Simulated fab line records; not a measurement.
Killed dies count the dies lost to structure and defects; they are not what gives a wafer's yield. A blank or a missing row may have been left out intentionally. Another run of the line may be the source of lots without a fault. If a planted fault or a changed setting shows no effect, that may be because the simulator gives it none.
fab line records	flow nand_harc
record lots=6	wafers=18	last_day=24
route steps=1159 shown A_CONTACT@864
lots that met no fault: from a run of the same line without faults
start_h: hours from the record's first day to the start of the lot's first wafer shown	wait_h: time in hours since the lot's previous step	" same as the row above	L1.1+2: a row that stands for several wafers	- no value, or no start given	* or withheld: withheld	< > ~ a bound
route shown NAME@n: NAME is a module with steps in the file, n the number in the route of the first one	usual: average and standard deviation across the fault-free wafers	same: alike in all rows	chamber/n: place in a boat	sites: each site's reading	_std_site: their standard deviation	_edge_site: inner sites' mean taken away from outer sites' mean	radius_mm: how far each site lies from the wafer's centre	mask NAME#n: copy n	behind: the tool/chamber that last shaped the wafer	hold: the reason the lot was held/the length of the hold in hours/how it ended	device: transistor that didn't switch, given as n, p or np	end of line: at the end of the route, the tests of the same wafers	a step with no rows: only its recipe	killed: dies that structure and defects cost at the first sort, which is not the same as the wafer's yield	map: a wafer's dies, marking killed ones x, the rest . and places with no die _
set.NAME: the setting the step ran with; set.NAME@STEP: the setting that earlier step ran with	model.NAME: the simulator's own value behind a step, which no gauge read
lots at selected steps of the route; one table per step, one row per wafer
services: the hour from which a tool's chamber was out of use, counted from the record's first day as start_h (under 0 if before that day), plus the number of hours and why
## steps
# step NHARC_A_CONTACT_ETCH_113
# recipe source_w=withheld	pressure_mtorr=20	bias_v=3000	time_s=94	target_depth_a=9220	ar_flow_sccm=withheld	c4f8_flow_sccm=withheld	o2_flow_sccm=withheld	chemistry=C4F8/O2/Ar
# usual run_length_s=94/0
lot.wafer	tool	chamber	start_h	wait_h	rf_hours_counter_h	run_length_s
L322.1	har_cap_etch-01	1	362.40	0.1	57	94
L322.5	"	0	"	"	-	94
L322.6	"	1	"	"	-	94
L323.2	har_cap_etch-02	0	377.46	0.1	12	94
L323.1	"	1	"	"	12	94
L323.6	"	0	"	"	-	94
L330.2	har_cap_etch-02	0	413.01	0.1	17	94
L330.3	"	1	"	"	-	94
L330.5	"	1	"	"	-	94
L329.1	har_cap_etch-02	1	428.21	0.1	20	94
L329.4	"	0	"	"	-	94
L329.3	"	1	"	"	-	94
L331.2	har_cap_etch-01	0	428.89	0.1	67	94
L331.1	"	1	"	"	67	94
L331.3	"	1	"	"	-	94
L342.1	har_cap_etch-01	0	503.29	0.1	80	94
L342.3	"	1	"	"	-	94
L342.6	"	1	"	"	-	94
# step NHARC_A_CONTACT_ETCH_114
# recipe source_w=withheld	pressure_mtorr=20	bias_v=3000	time_s=94	target_depth_a=9220	ar_flow_sccm=withheld	c4f8_flow_sccm=withheld	o2_flow_sccm=withheld	chemistry=C4F8/O2/Ar
# usual run_length_s=94/0
lot.wafer	tool	chamber	start_h	wait_h	rf_hours_counter_h	run_length_s
L322.1	har_cap_etch-01	1	362.49	0.1	57	94
L322.5	"	0	"	"	-	94
L322.6	"	1	"	"	-	94
L323.2	har_cap_etch-02	0	377.55	0.1	12	94
L323.1	"	1	"	"	12	94
L323.6	"	0	"	"	-	94
L330.2	har_cap_etch-02	0	413.11	0.1	18	94
L330.3	"	1	"	"	-	94
L330.5	"	1	"	"	-	94
L329.1	har_cap_etch-02	1	428.30	0.1	20	94
L329.4	"	0	"	"	-	94
L329.3	"	1	"	"	-	94
L331.2	har_cap_etch-01	0	428.98	0.1	67	94
L331.1	"	1	"	"	67	94
L331.3	"	1	"	"	-	94
L342.1	har_cap_etch-01	0	503.38	0.1	80	94
L342.3	"	1	"	"	-	94
L342.6	"	1	"	"	-	94
# step NHARC_A_CONTACT_ETCH_115
# recipe source_w=withheld	pressure_mtorr=20	bias_v=3000	time_s=94	target_depth_a=9220	ar_flow_sccm=withheld	c4f8_flow_sccm=withheld	o2_flow_sccm=withheld	chemistry=C4F8/O2/Ar
# usual run_length_s=94/0
lot.wafer	tool	chamber	start_h	wait_h	rf_hours_counter_h	run_length_s
L322.1	har_cap_etch-01	1	362.59	0.1	57	94
L322.5	"	0	"	"	-	94
L322.6	"	1	"	"	-	94
L323.2	har_cap_etch-02	0	377.65	0.1	12	94
L323.1	"	1	"	"	12	94
L323.6	"	0	"	"	-	94
L330.2	har_cap_etch-02	0	413.20	0.1	18	94
L330.3	"	1	"	"	-	94
L330.5	"	1	"	"	-	94
L329.1	har_cap_etch-02	1	428.39	0.1	20	94
L329.4	"	0	"	"	-	94
L329.3	"	1	"	"	-	94
L331.2	har_cap_etch-01	0	429.07	0.1	68	94
L331.1	"	1	"	"	68	94
L331.3	"	1	"	"	-	94
L342.1	har_cap_etch-01	0	503.47	0.1	80	94
L342.3	"	1	"	"	-	94
L342.6	"	1	"	"	-	94
# step NHARC_A_CONTACT_ETCH_116
# recipe source_w=withheld	pressure_mtorr=20	bias_v=3000	time_s=94	target_depth_a=9220	ar_flow_sccm=withheld	c4f8_flow_sccm=withheld	o2_flow_sccm=withheld	chemistry=C4F8/O2/Ar
# step NHARC_A_CONTACT_ETCH_117
# recipe source_w=withheld	pressure_mtorr=20	bias_v=3000	time_s=94	target_depth_a=9220	ar_flow_sccm=withheld	c4f8_flow_sccm=withheld	o2_flow_sccm=withheld	chemistry=C4F8/O2/Ar
# step NHARC_A_CONTACT_ETCH_118
# recipe source_w=withheld	pressure_mtorr=20	bias_v=3000	time_s=94	target_depth_a=9220	ar_flow_sccm=withheld	c4f8_flow_sccm=withheld	o2_flow_sccm=withheld	chemistry=C4F8/O2/Ar
# step NHARC_A_CONTACT_ETCH_119
# recipe source_w=withheld	pressure_mtorr=20	bias_v=3000	time_s=94	target_depth_a=9220	ar_flow_sccm=withheld	c4f8_flow_sccm=withheld	o2_flow_sccm=withheld	chemistry=C4F8/O2/Ar
# step NHARC_A_CONTACT_ETCH_120
# recipe source_w=withheld	pressure_mtorr=20	bias_v=3000	time_s=94	target_depth_a=9220	ar_flow_sccm=withheld	c4f8_flow_sccm=withheld	o2_flow_sccm=withheld	chemistry=C4F8/O2/Ar
# step NHARC_A_CONTACT_ETCH_121
# recipe source_w=withheld	pressure_mtorr=20	bias_v=3000	time_s=94	target_depth_a=9220	ar_flow_sccm=withheld	c4f8_flow_sccm=withheld	o2_flow_sccm=withheld	chemistry=C4F8/O2/Ar
# step NHARC_A_CONTACT_ETCH_122
# recipe source_w=withheld	pressure_mtorr=20	bias_v=3000	time_s=95	target_depth_a=9300	ar_flow_sccm=withheld	c4f8_flow_sccm=withheld	o2_flow_sccm=withheld	chemistry=C4F8/O2/Ar
# usual run_length_s=95/0
lot.wafer	tool	chamber	start_h	wait_h	rf_hours_counter_h	run_length_s
L322.1	har_cap_etch-01	1	363.22	0.1	58	95
L322.5	"	0	"	"	-	95
L322.6	"	1	"	"	-	95
L323.2	har_cap_etch-02	0	378.28	0.1	13	95
L323.1	"	1	"	"	13	95
L323.6	"	0	"	"	-	95
L330.2	har_cap_etch-02	0	413.83	0.1	18	95
L330.3	"	1	"	"	-	95
L330.5	"	1	"	"	-	95
L329.1	har_cap_etch-02	1	429.02	0.1	21	95
L329.4	"	0	"	"	-	95
L329.3	"	1	"	"	-	95
L331.2	har_cap_etch-01	0	429.71	0.1	68	95
L331.1	"	1	"	"	68	95
L331.3	"	1	"	"	-	95
L342.1	har_cap_etch-01	0	504.11	0.1	81	95
L342.3	"	1	"	"	-	95
L342.6	"	1	"	"	-	95
# step NHARC_A_CONTACT_ETCH_123
# recipe source_w=withheld	pressure_mtorr=20	bias_v=400	time_s=253	target_depth_a=10900	ar_flow_sccm=withheld	c4f8_flow_sccm=11.5	o2_flow_sccm=7.2	chemistry=C4F8/O2/Ar
# step NHARC_A_CONTACT_ETCH_90
# recipe target_depth_a=400	over_etch_frac=0.5	time_s=85.7	ion_energy_ev=120	ch3f_flow_sccm=50	o2_flow_sccm=30	ar_flow_sccm=200	rf_w=500	bias_w=100	chemistry=CH3F/O2
# usual drypump_motor_current_A=5.8/0.42	oes_product_au=0.96/0.04	rf_vpp_V=244.6/1.9	run_length_s=107.1/0.38	showerhead_plenum_p_Torr=2.48/0.12	throttle_valve_pct=20.664/0.0089
lot.wafer	tool	chamber	start_h	wait_h	drypump_motor_current_A	oes_product_au	rf_hours_counter_h	rf_vpp_V	run_length_s	showerhead_plenum_p_Torr	throttle_valve_pct
L322.1	rie_diel-10	0	363.89	0.5	5.7	1.01	0	245.6	107.3	2.62	20.674
L322.6	"	0	"	"	5.7	1.01	-	247.6	107.7	2.62	20.669
L322.5	"	1	"	"	5.7	1.01	-	242.1	106.6	2.30	20.665
L323.1	rie_diel-10	3	378.97	0.5	5.5	0.99	3	244.7	107.4	2.48	20.679
L323.2	"	1	"	"	5.8	1.01	3	241.1	106.8	2.30	20.658
L323.6	"	3	"	"	5.5	1.00	-	244.4	107.0	2.48	20.665
L330.3	rie_diel-10	3	414.55	0.4	5.5	0.93	8	246.0	106.8	2.48	20.660
L330.2	"	0	"	"	5.7	0.94	8	246.6	108.1	2.61	20.657
L330.5	"	1	"	"	5.7	0.93	-	242.5	106.9	2.29	20.674
L329.4	rie_diel-10	3	429.71	0.4	5.5	0.93	10	244.8	106.7	2.47	20.654
L329.1	"	0	"	"	5.7	0.94	10	246.7	107.4	2.61	20.681
L329.3	"	1	"	"	5.7	0.93	11	244.0	106.7	2.29	20.659
L331.1	rie_diel-02	0	430.40	0.5	5.8	0.92	33	243.8	107.2	2.45	20.657
L331.3	"	2	"	"	5.9	0.91	35	244.9	106.9	2.62	20.678
L331.2	"	3	"	"	5.6	0.92	32	243.4	107.2	2.31	20.651
L342.3	rie_diel-09	1	504.82	0.4	5.2	0.92	24	246.6	107.1	2.54	20.670
L342.1	"	2	"	"	5.6	0.93	24	243.4	106.9	2.46	20.661
L342.6	"	0	"	"	5.6	0.91	-	241.1	107.6	2.30	20.675
# step NHARC_A_CONTACT_ETCH_96
# recipe target_depth_a=200	over_etch_frac=0.5	time_s=10	ion_energy_ev=250	c4f6_flow_sccm=25	o2_flow_sccm=20	ar_flow_sccm=500	rf_w=600	bias_w=500	chemistry=C4F6/O2
# usual drypump_motor_current_A=5.8/0.41	oes_product_au=0.970/0.029	rf_vpp_V=548/3.9	run_length_s=31.1/0.32	showerhead_plenum_p_Torr=3.96/0.18	throttle_valve_pct=26.904/0.0094
lot.wafer	tool	chamber	start_h	wait_h	drypump_motor_current_A	oes_product_au	rf_hours_counter_h	rf_vpp_V	run_length_s	showerhead_plenum_p_Torr	throttle_valve_pct
L322.1	rie_diel-10	0	364.03	-	5.7	1.011	0	551	31.8	4.16	26.911
L322.6	"	3	"	"	5.5	0.987	-	546	30.9	3.95	26.892
L322.5	"	0	"	"	5.7	1.005	-	552	31.3	4.16	26.906
L323.1	rie_diel-10	1	379.11	-	5.8	1.002	3	542	30.8	3.68	26.901
L323.2	"	2	"	"	6.7	0.997	3	551	30.8	4.12	26.901
L323.6	"	1	"	"	5.8	1.000	-	541	31.3	3.68	26.895
L330.2	rie_diel-10	0	414.66	-	5.7	0.944	8	552	28.8	4.16	26.909
L330.3	"	2	"	"	6.8	0.941	8	550	31.3	4.11	26.910
L330.5	"	1	"	"	5.8	0.950	-	543	31.3	3.68	26.904
L329.1	rie_diel-10	0	429.85	-	5.7	0.962	10	551	28.3	4.15	26.902
L329.4	"	1	"	"	5.7	0.942	11	542	30.9	3.67	26.900
L329.3	"	2	"	"	6.8	0.938	11	551	30.9	4.11	26.916
L331.1	rie_diel-02	1	430.54	-	5.6	0.926	35	546	30.8	3.92	26.906
L331.3	"	2	"	"	5.9	0.914	35	551	30.6	4.17	26.909
L331.2	"	3	"	"	5.6	0.923	32	541	31.3	3.70	26.904
L342.3	rie_diel-09	1	504.94	-	5.2	0.941	24	550	30.9	4.05	26.903
L342.1	"	3	"	"	6.2	0.939	25	551	31.1	4.13	26.910
L342.6	"	1	"	"	5.2	0.941	-	551	31.1	4.05	26.906
# step NHARC_A_CONTACT_CD_MEAS_53
# usual cd_nm=189.6/0.82
lot.wafer	tool	chamber	start_h	wait_h	cd_nm
L322.1	cd_sem-02	-	364.11	-	189.7
L322.5	"	-	"	"	189.8
L322.6	"	-	"	"	189.1
L323.1	cd_sem-03	-	379.19	-	189.6
L323.2	"	-	"	"	189.6
L323.6	"	-	"	"	190.1
L330.2	cd_sem-02	-	414.75	-	190.2
L330.3	"	-	"	"	190.2
L330.5	"	-	"	"	190.4
L329.1	cd_sem-02	-	429.92	-	190.7
L329.3	"	-	"	"	190.1
L329.4	"	-	"	"	191.8
L331.1	cd_sem-01	-	430.62	-	189.5
L331.2	"	-	"	"	188.8
L331.3	"	-	"	"	189.8
L342.1	cd_sem-03	-	505.02	-	187.8
L342.3	"	-	"	"	188.1
L342.6	"	-	"	"	188.1
## services
tool	chamber	start_h	hours	kind
rie_diel-10	-	353.58	9.0	pm
rie_diel-10	0	353.58	9.0	vent_cycle
rie_diel-10	1	353.58	9.0	vent_cycle
rie_diel-10	2	353.58	9.0	vent_cycle
rie_diel-10	3	353.58	9.0	vent_cycle
rie_diel-10	0	362.58	-	clean
rie_diel-10	1	362.58	-	clean
rie_diel-10	2	362.58	-	clean
rie_diel-10	3	362.58	-	clean
rie_diel-02	1	377.35	2.2	repair
rie_diel-10	0	387.08	-	clean
rie_diel-10	1	387.08	-	clean
rie_diel-10	2	387.08	-	clean
rie_diel-10	3	387.08	-	clean
rie_diel-09	2	401.69	12.6	repair
har_cap_etch-02	-	408.66	1.6	repair
rie_diel-10	0	411.58	-	clean
rie_diel-10	1	411.58	-	clean
rie_diel-10	2	411.58	-	clean
rie_diel-09	2	428.25	14.1	repair
rie_diel-09	-	431.26	9.0	pm
rie_diel-09	3	453.44	1.9	repair
rie_diel-09	-	461.79	0.3	repair
rie_diel-10	2	462.02	18.7	repair
## key
first_sign step=NHARC_A_CONTACT_ETCH_96	reading=run_length_s	direction=down	sigmas=7.8	usual=*	struck=*
effect none on later readings
met_at NHARC_A_CONTACT_ETCH_96
struck_wafers L329.1,L330.2
sort_left_out L329.1,L330.2
tester_left_out L329,L330
onset_between 364.03 414.66
fault kind=process_parameter_drift	tool=rie_diel-10	chamber=0	onset_h=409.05	steps=NHARC_A_CONTACT_ETCH_96	channel=time_s	offset=*	shape=step	end_h=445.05	acts_in=*	stated=*
# tester_left_out: of these lots the tester's yield and bins aren't shown, on N5 and GAA mostly nor the transistor test; their killed dies are dies lost to structure and defects alone, not to doping, threshold or leakage, so they don't give the yield
# sort_left_out: the simulated sort isn't trusted on such a fault, so these wafers' sort isn't shown, and their yield isn't known
